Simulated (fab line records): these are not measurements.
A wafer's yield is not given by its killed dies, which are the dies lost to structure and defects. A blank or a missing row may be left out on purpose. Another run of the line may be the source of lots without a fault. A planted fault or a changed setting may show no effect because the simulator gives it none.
Split-lot trial    flow n5_finfet    39 wafers read from 7 lots, route of 1938 steps

== THE SPLIT ==
At N5_BEOL_M5_VIA_ETCH_34 (etches SiCOH lowk in C4F6/O2, target depth 88.3 nm, time 39.2 s), the setting target_depth_a was moved away from the recipe's 883 angstrom on 15 of the 39 wafers read, by -36.1% to +40.4%. All remaining wafers had this setting at the recipe value.

The split's own step is where the reading is taken.

== THE READING ==
SOC_of_BEOL_M5_COAT_65.thk_nm (the simulator's own value, which no gauge read), in nm, at N5_BEOL_M5_VIA_ETCH_34 (etches SiCOH lowk in C4F6/O2, target depth 88.3 nm, time 39.2 s). No usual value for it is given in the file. Average 56.0 nm, standard deviation 0.14 nm, over the 24 wafers here run with the recipe.

wafer   tool, chamber at the split  target_depth_a as run, angstrom  against the recipe  SOC_of_BEOL_M5_COAT_65.thk_nm, nm  against lot-mates on the recipe
L074.1  rie_diel-04, 0              883                              recipe              55.8                               -
L074.2  rie_diel-04, 1              1140                             +29.1%              54.4                               -1.5
L074.3  rie_diel-04, 3              1140                             +29.1%              54.6                               -1.3
L074.4  rie_diel-04, 0              883                              recipe              56                                 -
L074.5  rie_diel-04, 3              883                              recipe              56                                 -
L074.6  rie_diel-04, 1              1140                             +29.1%              54.6                               -1.3
L078.1  rie_diel-03, 2              1182                             +33.9%              54.8                               -1.2
L078.2  rie_diel-03, 0              883                              recipe              55.8                               -
L078.3  rie_diel-03, 1              1182                             +33.9%              54.8                               -1.2
L078.4  rie_diel-03, 3              883                              recipe              56                                 -
L078.5  rie_diel-03, 1              1182                             +33.9%              54.4                               -1.6
L078.6  rie_diel-03, 2              883                              recipe              56.2                               -
L091.1  rie_diel-03, 0              883                              recipe              56                                 -
L091.2  rie_diel-03, 3              715.8                            -18.9%              56.6                               +0.6
L091.3  rie_diel-03, 2              715.8                            -18.9%              57                                 +1.0
L091.4  rie_diel-03, 0              715.8                            -18.9%              56.6                               +0.6
L091.5  rie_diel-03, 2              883                              recipe              56.2                               -
L091.6  rie_diel-03, 3              883                              recipe              55.8                               -
L090.1  rie_diel-03, 1              1240                             +40.4%              54.4                               -1.5
L090.2  rie_diel-03, 3              883                              recipe              56                                 -
L090.3  rie_diel-03, 0              883                              recipe              56                                 -
L090.4  rie_diel-03, 2              1240                             +40.4%              54.4                               -1.5
L090.5  rie_diel-03, 2              1240                             +40.4%              54.4                               -1.5
L090.6  rie_diel-03, 3              883                              recipe              55.8                               -
L095.1  rie_diel-03, 3              564.5                            -36.1%              57                                 +1.0
L095.2  rie_diel-03, 1              883                              recipe              55.8                               -
L095.3  rie_diel-03, 0              883                              recipe              56                                 -
L095.4  rie_diel-03, 2              564.5                            -36.1%              57.2                               +1.2
L095.5  rie_diel-03, 1              883                              recipe              56.2                               -
L095.6  rie_diel-03, 0              564.5                            -36.1%              57.4                               +1.4
L094.2  rie_diel-04, 1              883                              recipe              56.2                               -
L094.4  rie_diel-04, 3              883                              recipe              56                                 -
L094.6  rie_diel-04, 2              883                              recipe              55.8                               -
L097.1  rie_diel-04, 1              883                              recipe              56                                 -
L097.2  rie_diel-04, 0              883                              recipe              55.8                               -
L097.3  rie_diel-04, 2              883                              recipe              56                                 -
L097.4  rie_diel-04, 3              883                              recipe              55.8                               -
L097.5  rie_diel-04, 0              883                              recipe              55.8                               -
L097.6  rie_diel-04, 3              883                              recipe              56                                 -

THE FIT
A straight line over all 39 wafers: SOC_of_BEOL_M5_COAT_65.thk_nm changes by -0.039 nm for each +1% of target_depth_a; r = -0.98; the points scatter about the line by 0.17 nm.
The same after taking each lot's own level away (the mean of its wafers on the recipe; 39 wafers): -0.0384 nm for each +1%; r = -0.98; scatter 0.17 nm.
Per that fit: largest target_depth_a move, reading shift of 1.6 nm.
Across the lots, their own levels run from 55.90 to 56.00 nm, a range of 0.7 times the standard deviation given above.
The two slopes are in agreement: the lot-to-lot level therefore moves the slope only a little.
Check: -1.6 nm against its lot-mates is what the line predicts for one of the wafers moved furthest among these (+40.4%) when that wafer is left out of the fit. Against them it came out at -1.53 nm.

== OTHER SPLITS APPLIED TO THESE WAFERS ==
Before the reading, these wafers also passed through other splits. Each is held against what the fit with the lots' levels taken away leaves over:
other split on the same wafers  wafers away from the commonest value  r with SOC_of_BEOL_M5_COAT_65.thk_nm (lot level and that fit taken away)
N5_BEOL_M4_ETCH_64 time_s       12                                    +0.23

== THE WHOLE CHAIN: every reading that the file lists as answering this split, in the file's order ==
step                    what it does                                                     reading                                                                         change (the file's fit)                 r (the file's)
N5_BEOL_M5_VIA_ETCH_34  etches SiCOH lowk in C4F6/O2, target depth 88.3 nm, time 39.2 s  etch.depth_nm (the simulator's own value, which no gauge read)                  +0.812 nm for each +1% of the setting   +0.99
N5_BEOL_M5_VIA_ETCH_34  etches SiCOH lowk in C4F6/O2, target depth 88.3 nm, time 39.2 s  SOC_of_BEOL_M5_COAT_65.thk_nm (the simulator's own value, which no gauge read)  -0.0388 nm for each +1% of the setting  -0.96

== THE FILE'S OWN FIT ==
SOC_of_BEOL_M5_COAT_65.thk_nm changes by -0.0388 nm for each +1% of target_depth_a, r = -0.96.
